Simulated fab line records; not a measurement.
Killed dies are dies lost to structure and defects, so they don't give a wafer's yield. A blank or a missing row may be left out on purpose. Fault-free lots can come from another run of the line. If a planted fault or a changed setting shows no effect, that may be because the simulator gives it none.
Split-lot study || flow n5 finfet || 21 wafers read from 7 lots, route of 1938 steps

== THE SPLIT ==
At N5_BEOL_M8_COAT_22 (resist thk 30 nm), the setting spin rpm was moved away from the recipe's 1500 rpm on 7 of the 21 wafers read, by -3.2% to +9.9%. The other wafers ran this setting at the recipe's value.

== FROM THE SPLIT TO THE READING: what the file shows between them, 7 steps ==
- N5_BEOL_M8_EBR_24
- N5_BEOL_M8_SOFTBAKE_23: time 60 s
- N5_BEOL_M8_EXPOSE_25: exposes mask V7, target cd 40 nm
- N5_BEOL_M8_PEB_26: peb time 60 s
- N5_BEOL_M8_DEVELOP_27: develop time 30 s
- N5_BEOL_M8_DESCUM_33: chemistry O2, time 7 s (also split here: time s)
- N5_BEOL_M8_ETCH_72: etches underlayer in N2/H2, target depth 6.5 nm, time 5.2 s

== THE READING ==
CAR-EUV_of_BEOL_M8_COAT_22.thk nm (the simulator's own value, which no gauge read), in nm, at N5_BEOL_M8_ETCH_65 (etches SiARC in CF4, target depth 15.6 nm, time 26 s). No usual value for it is given in the file. Across the 14 wafers here that went through the recipe, the average is 11.0 nm and the standard deviation 0.29 nm.

{"wafer": "L077.4", "tool, chamber at the split": "litho track-03, 0", "spin rpm as run, rpm": 1500, "against the recipe": "recipe", "CAR-EUV_of_BEOL_M8_COAT_22.thk nm, nm": 11, "against lot-mates on the recipe": "-"}
{"wafer": "L077.5", "tool, chamber at the split": "litho track-03, 0", "spin rpm as run, rpm": 1500, "against the recipe": "recipe", "CAR-EUV_of_BEOL_M8_COAT_22.thk nm, nm": 11.2, "against lot-mates on the recipe": "-"}
{"wafer": "L077.6", "tool, chamber at the split": "litho track-03, 0", "spin rpm as run, rpm": 1500, "against the recipe": "recipe", "CAR-EUV_of_BEOL_M8_COAT_22.thk nm, nm": 11.2, "against lot-mates on the recipe": "-"}
{"wafer": "L076.3", "tool, chamber at the split": "litho track-04, 0", "spin rpm as run, rpm": 1500, "against the recipe": "recipe", "CAR-EUV_of_BEOL_M8_COAT_22.thk nm, nm": 10.6, "against lot-mates on the recipe": "-"}
{"wafer": "L076.4", "tool, chamber at the split": "litho track-04, 0", "spin rpm as run, rpm": 1454, "against the recipe": "-3.1%", "CAR-EUV_of_BEOL_M8_COAT_22.thk nm, nm": 11.4, "against lot-mates on the recipe": "+0.9"}
{"wafer": "L076.5", "tool, chamber at the split": "litho track-04, 0", "spin rpm as run, rpm": 1500, "against the recipe": "recipe", "CAR-EUV_of_BEOL_M8_COAT_22.thk nm, nm": 10.4, "against lot-mates on the recipe": "-"}
{"wafer": "L083.1", "tool, chamber at the split": "litho track-03, 0", "spin rpm as run, rpm": 1500, "against the recipe": "recipe", "CAR-EUV_of_BEOL_M8_COAT_22.thk nm, nm": 11, "against lot-mates on the recipe": "-"}
{"wafer": "L083.5", "tool, chamber at the split": "litho track-03, 0", "spin rpm as run, rpm": 1500, "against the recipe": "recipe", "CAR-EUV_of_BEOL_M8_COAT_22.thk nm, nm": 11, "against lot-mates on the recipe": "-"}
{"wafer": "L083.6", "tool, chamber at the split": "litho track-03, 0", "spin rpm as run, rpm": 1500, "against the recipe": "recipe", "CAR-EUV_of_BEOL_M8_COAT_22.thk nm, nm": 10.6, "against lot-mates on the recipe": "-"}
{"wafer": "L085.1", "tool, chamber at the split": "litho track-03, 0", "spin rpm as run, rpm": 1648, "against the recipe": "+9.9%", "CAR-EUV_of_BEOL_M8_COAT_22.thk nm, nm": 9.8, "against lot-mates on the recipe": -1.4}
{"wafer": "L085.2", "tool, chamber at the split": "litho track-03, 0", "spin rpm as run, rpm": 1500, "against the recipe": "recipe", "CAR-EUV_of_BEOL_M8_COAT_22.thk nm, nm": 11.2, "against lot-mates on the recipe": "-"}
{"wafer": "L085.4", "tool, chamber at the split": "litho track-03, 0", "spin rpm as run, rpm": 1648, "against the recipe": "+9.9%", "CAR-EUV_of_BEOL_M8_COAT_22.thk nm, nm": 9.2, "against lot-mates on the recipe": -2.0}
{"wafer": "L088.1", "tool, chamber at the split": "litho track-03, 0", "spin rpm as run, rpm": 1500, "against the recipe": "recipe", "CAR-EUV_of_BEOL_M8_COAT_22.thk nm, nm": 11, "against lot-mates on the recipe": "-"}
{"wafer": "L088.2", "tool, chamber at the split": "litho track-03, 0", "spin rpm as run, rpm": 1500, "against the recipe": "recipe", "CAR-EUV_of_BEOL_M8_COAT_22.thk nm, nm": 11, "against lot-mates on the recipe": "-"}
{"wafer": "L088.3", "tool, chamber at the split": "litho track-03, 0", "spin rpm as run, rpm": 1500, "against the recipe": "recipe", "CAR-EUV_of_BEOL_M8_COAT_22.thk nm, nm": 11, "against lot-mates on the recipe": "-"}
{"wafer": "L090.1", "tool, chamber at the split": "litho track-02, 0", "spin rpm as run, rpm": 1500, "against the recipe": "recipe", "CAR-EUV_of_BEOL_M8_COAT_22.thk nm, nm": 11.2, "against lot-mates on the recipe": "-"}
{"wafer": "L090.2", "tool, chamber at the split": "litho track-02, 0", "spin rpm as run, rpm": 1452, "against the recipe": "-3.2%", "CAR-EUV_of_BEOL_M8_COAT_22.thk nm, nm": 12, "against lot-mates on the recipe": "+0.8"}
{"wafer": "L090.3", "tool, chamber at the split": "litho track-02, 0", "spin rpm as run, rpm": 1452, "against the recipe": "-3.2%", "CAR-EUV_of_BEOL_M8_COAT_22.thk nm, nm": 11.6, "against lot-mates on the recipe": "+0.4"}
{"wafer": "L092.1", "tool, chamber at the split": "litho track-04, 0", "spin rpm as run, rpm": 1574, "against the recipe": "+4.9%", "CAR-EUV_of_BEOL_M8_COAT_22.thk nm, nm": 10.6, "against lot-mates on the recipe": -1.0}
{"wafer": "L092.2", "tool, chamber at the split": "litho track-04, 0", "spin rpm as run, rpm": 1500, "against the recipe": "recipe", "CAR-EUV_of_BEOL_M8_COAT_22.thk nm, nm": 11.6, "against lot-mates on the recipe": "-"}
{"wafer": "L092.6", "tool, chamber at the split": "litho track-04, 0", "spin rpm as run, rpm": 1574, "against the recipe": "+4.9%", "CAR-EUV_of_BEOL_M8_COAT_22.thk nm, nm": 10.8, "against lot-mates on the recipe": -0.8}

FIT RESULTS
A straight line over all 21 wafers: CAR-EUV_of_BEOL_M8_COAT_22.thk nm changes by -0.147 nm for each +1% of spin rpm; r = -0.86; the points scatter about the line by 0.32 nm.
The same after taking each lot's own level away (the mean of its wafers on the recipe; 21 wafers): -0.181 nm for each +1%; r = -0.97; scatter 0.17 nm.
Per that fit: largest spin rpm move, reading shift of 1.8 nm.
Across the lots, their own levels run from 10.50 to 11.60 nm, a range of 3.8 times the standard deviation given above.
So the lot-to-lot level changes the slope: the two fits differ.
Check: for one of the wafers moved furthest among these (+9.9%), held out of the fit, the line's prediction against its lot-mates is -1.97 nm. It came out at -1.4 nm against them.

== FURTHER SPLITS ON THESE WAFERS ==
Before the reading, these wafers also passed through other splits. Each is held against what the fit with the lots' levels taken away leaves over:
{"other split on the same wafers": "N5_BEOL_M7_TRENCH_ETCH_37 time s", "wafers away from the commonest value": 4, "r with CAR-EUV_of_BEOL_M8_COAT_22.thk nm (lot level and that fit taken away)": -0.23}
{"other split on the same wafers": "N5_BEOL_M8_DESCUM_33 time s", "wafers away from the commonest value": 7, "r with CAR-EUV_of_BEOL_M8_COAT_22.thk nm (lot level and that fit taken away)": -0.41}

== THE WHOLE CHAIN: every reading that the file lists as answering this split, in the file's order ==
{"step": "N5_BEOL_M8_COAT_22", "what it does": "resist thk 30 nm", "reading": "CAR-EUV_of_BEOL_M8_COAT_22.thk nm (the simulator's own value, which no gauge read)", "change (the file's fit)": "-0.142 nm for each +1% of the setting", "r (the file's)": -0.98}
{"step": "N5_BEOL_M8_DEVELOP_27", "what it does": "develop time 30 s", "reading": "CAR-EUV_of_BEOL_M8_COAT_22.thk nm (the simulator's own value, which no gauge read)", "change (the file's fit)": "-0.159 nm for each +1% of the setting", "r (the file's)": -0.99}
{"step": "N5_BEOL_M8_DESCUM_33", "what it does": "chemistry O2, time 7 s", "reading": "CAR-EUV_of_BEOL_M8_COAT_22.thk nm (the simulator's own value, which no gauge read)", "change (the file's fit)": "-0.198 nm for each +1% of the setting", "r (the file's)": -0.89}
{"step": "N5_BEOL_M8_ETCH_72", "what it does": "etches underlayer in N2/H2, target depth 6.5 nm, time 5.2 s", "reading": "CAR-EUV_of_BEOL_M8_COAT_22.thk nm (the simulator's own value, which no gauge read)", "change (the file's fit)": "-0.19 nm for each +1% of the setting", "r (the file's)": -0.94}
{"step": "N5_BEOL_M8_ETCH_65", "what it does": "etches SiARC in CF4, target depth 15.6 nm, time 26 s", "reading": "CAR-EUV_of_BEOL_M8_COAT_22.thk nm (the simulator's own value, which no gauge read)", "change (the file's fit)": "-0.183 nm for each +1% of the setting", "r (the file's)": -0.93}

== FILE'S OWN FIT ==
CAR-EUV_of_BEOL_M8_COAT_22.thk nm changes by -0.183 nm for each +1% of spin rpm, r = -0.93.
